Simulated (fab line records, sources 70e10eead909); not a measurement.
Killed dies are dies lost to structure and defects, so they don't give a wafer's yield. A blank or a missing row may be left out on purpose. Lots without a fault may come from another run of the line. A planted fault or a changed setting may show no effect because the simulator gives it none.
fab line records | flow nand_harc
record lots=6 wafers=18 last_day=33
route steps=1302 shown P_GATE@171
lots that met no fault: from a run of the same line without faults
start_h: hours from the record's first day to the start of the lot's first wafer shown | wait_h: hours since the lot's step before | " the same as in the row above | L1.1+2: a row that stands for several wafers | - no value, or no start given | * or withheld: withheld | < > ~ a bound
route shown NAME@n: a module of which the file shows steps, and the number in the route of the first | usual: mean/standard deviation of fault-free wafers | same: alike in all rows | chamber/n: place in a boat | sites: the reading at each site | _std_site: their standard deviation | _edge_site: outer sites' mean less inner sites' | radius_mm: how far each site lies from the wafer's centre | mask NAME#n: copy n | behind: the tool/chamber that last shaped the wafer | hold: why the lot was held/for how many hours/how that ended | device: the transistor (n, p or np) that didn't switch | end of line: the same wafers' tests at the end of the route | a step without rows: its recipe alone | killed: dies lost to structure and defects at the first sort, not the wafer's yield | map: a wafer's dies, x killed, . not, _ none there
set.NAME: the setting as run; set.NAME@STEP: as run at that earlier step | model.NAME: the simulator's own value behind a step, which no gauge read
lots at some steps of the route; a table a step, a row a wafer
services: from which hour (start_h, from the record's first day; less than 0 if before it) a tool's chamber was out of use, for how many hours, and why
## steps
# step NHARC_P_GATE_HARDBAKE_47
# recipe temp_c=125 time_s=80
# step NHARC_P_GATE_DESCUM_48
# recipe time_s=3 o2_flow_sccm=200 ar_flow_sccm=0 bias_power_w=0 chemistry=O2
# usual drypump_motor_current_A=5.7/0.53 oes_product_au=0.995/0.0098 rf_vpp_V=58.0/0.92 showerhead_plenum_p_Torr=1.95/0.081 throttle_valve_pct=11.311/0.0086
# columns lot.wafer tool chamber start_h wait_h drypump_motor_current_A oes_product_au rf_hours_counter_h rf_vpp_V showerhead_plenum_p_Torr throttle_valve_pct
L289.1 rie_diel-03 0 196.10 - 5.0 0.988 5 58.1 2.05 11.297
L289.4 " 3 " " 4.8 1.001 6 57.3 2.02 11.309
L289.6 " 0 " " 5.0 0.985 - 57.5 2.05 11.309
L291.4 rie_diel-03 2 223.02 - 4.8 0.982 6 58.6 2.03 11.315
L291.1 " 0 " " 4.9 1.001 6 60.5 2.05 11.295
L291.6 " 2 " " 4.8 0.979 - 58.4 2.03 11.315
L292.3 rie_diel-10 1 232.24 - 5.9 1.011 6 56.9 1.82 11.291
L292.4 " 3 " " 5.5 0.997 6 57.8 2.03 11.313
L292.5 " 0 " " 6.4 0.984 - 58.6 1.99 11.305
L294.4 rie_diel-10 3 261.21 - 5.5 0.990 0 57.6 2.03 11.315
L294.5 " 3 " " 5.5 0.993 - 57.9 2.03 11.314
L294.6 " 0 " " 6.3 0.997 - 57.7 1.99 11.308
L300.3 rie_diel-03 0 313.17 - 5.0 0.986 2 57.6 2.05 11.316
L300.1 " 2 " " 4.8 0.994 2 58.0 2.02 11.311
L300.5 " 0 " " 5.0 0.988 - 57.3 2.05 11.311
L303.4 rie_diel-10 0 336.69 - 6.4 0.989 6 57.3 1.99 11.306
L303.6 " 1 " " 5.8 1.004 - 58.3 1.82 11.309
L303.5 " 2 " " 5.7 0.988 - 58.3 1.95 11.330
# step NHARC_P_GATE_IMPLANT_49
# recipe energy_kev=30 dose_cm2=3e+15 tilt_deg=7
# step NHARC_P_GATE_STRIP_111
# recipe power_w=1500 temp_c=110 time_s=250 chemistry=N2/H2
# usual drypump_motor_current_A=5.38/0.1 heater_power_w=94/5.4
# columns lot.wafer tool chamber start_h wait_h drypump_motor_current_A heater_power_w rf_hours_counter_h
L289.1 plasma_asher-02 1 196.47 0.2 5.49 95 24
L289.4 " 0 " " 5.40 100 -
L289.6 " 1 " " 5.51 93 -
L291.1 plasma_asher-02 0 223.43 0.2 5.42 101 28
L291.4 " 0 " " 5.41 102 -
L291.6 " 0 " " 5.40 98 -
L292.3 plasma_asher-02 1 232.69 0.2 5.50 96 -
L292.4 " 0 " " 5.39 100 -
L292.5 " 0 " " 5.39 98 -
L294.4 plasma_asher-01 1 261.73 0.3 5.22 84 -
L294.5 " 0 " " 5.36 92 -
L294.6 " 1 " " 5.21 85 -
L300.1 plasma_asher-01 1 313.59 0.2 5.20 82 26
L300.3 " 0 " " 5.35 94 -
L300.5 " 0 " " 5.36 96 -
L303.4 plasma_asher-02 0 337.18 0.3 5.43 99 -
L303.5 " 1 " " 5.51 94 -
L303.6 " 0 " " 5.40 99 -
# step NHARC_P_GATE_STRIP_75
# recipe power_w=1500 temp_c=250 chemistry=O2
# usual drypump_motor_current_A=5.38/0.098 heater_power_w=351/20
# columns lot.wafer tool chamber start_h wait_h drypump_motor_current_A heater_power_w rf_hours_counter_h
L289.1 plasma_asher-02 1 196.77 0.3 5.46 356 24
L289.4 " 0 " " 5.40 379 -
L289.6 " 1 " " 5.45 359 -
L291.1 plasma_asher-02 0 223.69 0.2 5.34 364 28
L291.4 " 0 " " 5.38 381 -
L291.6 " 0 " " 5.39 376 -
L292.3 plasma_asher-02 1 232.92 0.2 5.54 350 -
L292.4 " 0 " " 5.40 374 -
L292.5 " 0 " " 5.39 375 -
L294.4 plasma_asher-01 1 261.91 0.1 5.23 320 -
L294.5 " 0 " " 5.36 360 -
L294.6 " 1 " " 5.23 309 -
L300.1 plasma_asher-01 1 313.85 0.2 5.20 312 27
L300.3 " 0 " " 5.33 352 -
L300.5 " 0 " " 5.34 349 -
L303.4 plasma_asher-02 0 337.36 0.1 5.38 363 -
L303.5 " 1 " " 5.47 351 -
L303.6 " 0 " " 5.41 360 -
# step NHARC_P_GATE_STRIP_50
# recipe time_s=900 temp_c=130 chemistry=SPM
# step NHARC_P_GATE_DEHYDRATE_51
# recipe temp_c=150 time_s=120
# step NHARC_P_GATE_HMDS_52
# recipe time_s=30
# step NHARC_P_GATE_COAT_53
# recipe spin_rpm=3000
# step NHARC_P_GATE_SOFTBAKE_54
# recipe temp_c=122 time_s=95
# step NHARC_P_GATE_EBR_55
# step NHARC_P_GATE_EXPOSE_56
# recipe na=0.6 target_cd_nm=720 dose_mj=14.81 mask_id=P_PSD
# step NHARC_P_GATE_PEB_57
# recipe peb_temp_c=118 peb_time_s=85
# usual heater_power_total_W=163.97/0.26 plate_temp_C=117.98/0.15
# columns lot.wafer tool chamber start_h wait_h heater_power_total_W plate_temp_C
L289.1 litho_track-07 0 197.60 0.1 163.77 118.06
L289.4 " 0 " " 163.68 117.83
L289.6 " 0 " " 164.38 117.94
L291.1 litho_track-02 0 224.38 0.1 156.53 113.65
L291.4 " 0 " " 156.20 113.69
L291.6 " 0 " " 156.21 113.85
L292.3 litho_track-05 0 233.73 0.1 164.29 117.68
L292.4 " 0 " " 163.71 118.02
L292.5 " 0 " " 164.00 117.97
L294.4 litho_track-02 0 262.59 0.0 156.53 113.82
L294.5 " 0 " " 156.53 113.99
L294.6 " 0 " " 156.24 113.90
L300.1 litho_track-07 0 314.55 0.1 163.61 118.14
L300.3 " 0 " " 164.00 118.07
L300.5 " 0 " " 163.67 118.05
L303.4 litho_track-02 0 338.04 0.0 164.11 117.86
L303.5 " 0 " " 164.10 117.91
L303.6 " 0 " " 164.10 117.88
# step NHARC_P_GATE_DEVELOP_58
# recipe time_s=70
# step NHARC_P_GATE_CD_MEAS_59
# recipe target_cd_nm=720 landing_energy_ev=500
# usual cd_nm=719.7/2.1
# columns lot.wafer tool chamber start_h wait_h cd_nm
L289.1 cd_sem-01 0 197.69 - 723.5
L289.4 " 0 " " 722.1
L289.6 " 0 " " 721.4
L291.1 cd_sem-03 0 224.47 - 711.9
L291.4 " 0 " " 713.4
L291.6 " 0 " " 711.5
L292.3 cd_sem-01 0 233.82 - 717.9
L292.4 " 0 " " 718.2
L292.5 " 0 " " 717.3
L294.4 cd_sem-02 0 262.68 - 712.6
L294.5 " 0 " " 712.3
L294.6 " 0 " " 710.0
L300.1 cd_sem-02 0 314.64 - 721.4
L300.3 " 0 " " 721.2
L300.5 " 0 " " 721.6
L303.4 cd_sem-02 0 338.14 - 717.9
L303.5 " 0 " " 719.1
L303.6 " 0 " " 719.5
# step NHARC_P_GATE_HARDBAKE_60
# recipe temp_c=125 time_s=80
## services
# columns tool chamber start_h hours kind
rie_diel-10 0 172.59 - clean
rie_diel-10 1 172.59 - clean
rie_diel-10 2 172.59 - clean
rie_diel-10 3 172.59 - clean
plasma_asher-01 0 174.00 - clean
plasma_asher-01 1 174.00 - clean
rie_diel-03 0 186.80 - clean
rie_diel-03 1 186.80 - clean
rie_diel-03 2 186.80 - clean
rie_diel-03 3 186.80 - clean
rie_diel-10 0 197.09 - clean
rie_diel-10 1 197.09 - clean
rie_diel-10 2 197.09 - clean
rie_diel-03 3 200.64 1.8 repair
litho_track-02 - 227.00 7.0 pm
rie_diel-10 - 242.59 9.0 pm
plasma_asher-02 - 249.61 9.0 pm
plasma_asher-02 0 249.61 9.0 vent_cycle
plasma_asher-02 1 249.61 9.0 vent_cycle
litho_track-07 - 251.00 7.0 pm
plasma_asher-02 0 258.61 - clean
plasma_asher-02 1 258.61 - clean
rie_diel-03 - 281.30 9.0 pm
litho_track-05 - 299.00 7.0 pm
## key
first_sign step=NHARC_P_GATE_PEB_57 reading=heater_power_total_W direction=down sigmas=30 usual=* struck=*
effect step=NHARC_P_GATE_PEB_57 reading=plate_temp_C direction=down sigmas=27 usual=* struck=*
effect step=NHARC_P_GATE_CD_MEAS_59 reading=cd_nm direction=down sigmas=3.6 usual=719.7 struck=712.0
met_at NHARC_P_GATE_PEB_57
struck_wafers L291.1,L291.4,L291.6,L294.4,L294.5,L294.6
tester_left_out L291,L294
fault kind=process_parameter_drift tool=litho_track-02 chamber=- onset_h=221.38 steps=NHARC_P_GATE_PEB_57 channel=peb_temp_c offset=* shape=step end_h=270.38 acts_in=* stated=*
# tester_left_out: of these lots the tester's yield and bins aren't shown, on N5 and GAA mostly nor the transistor test; their killed dies are dies lost to structure and defects alone, not to doping, threshold or leakage, so they don't give the yield
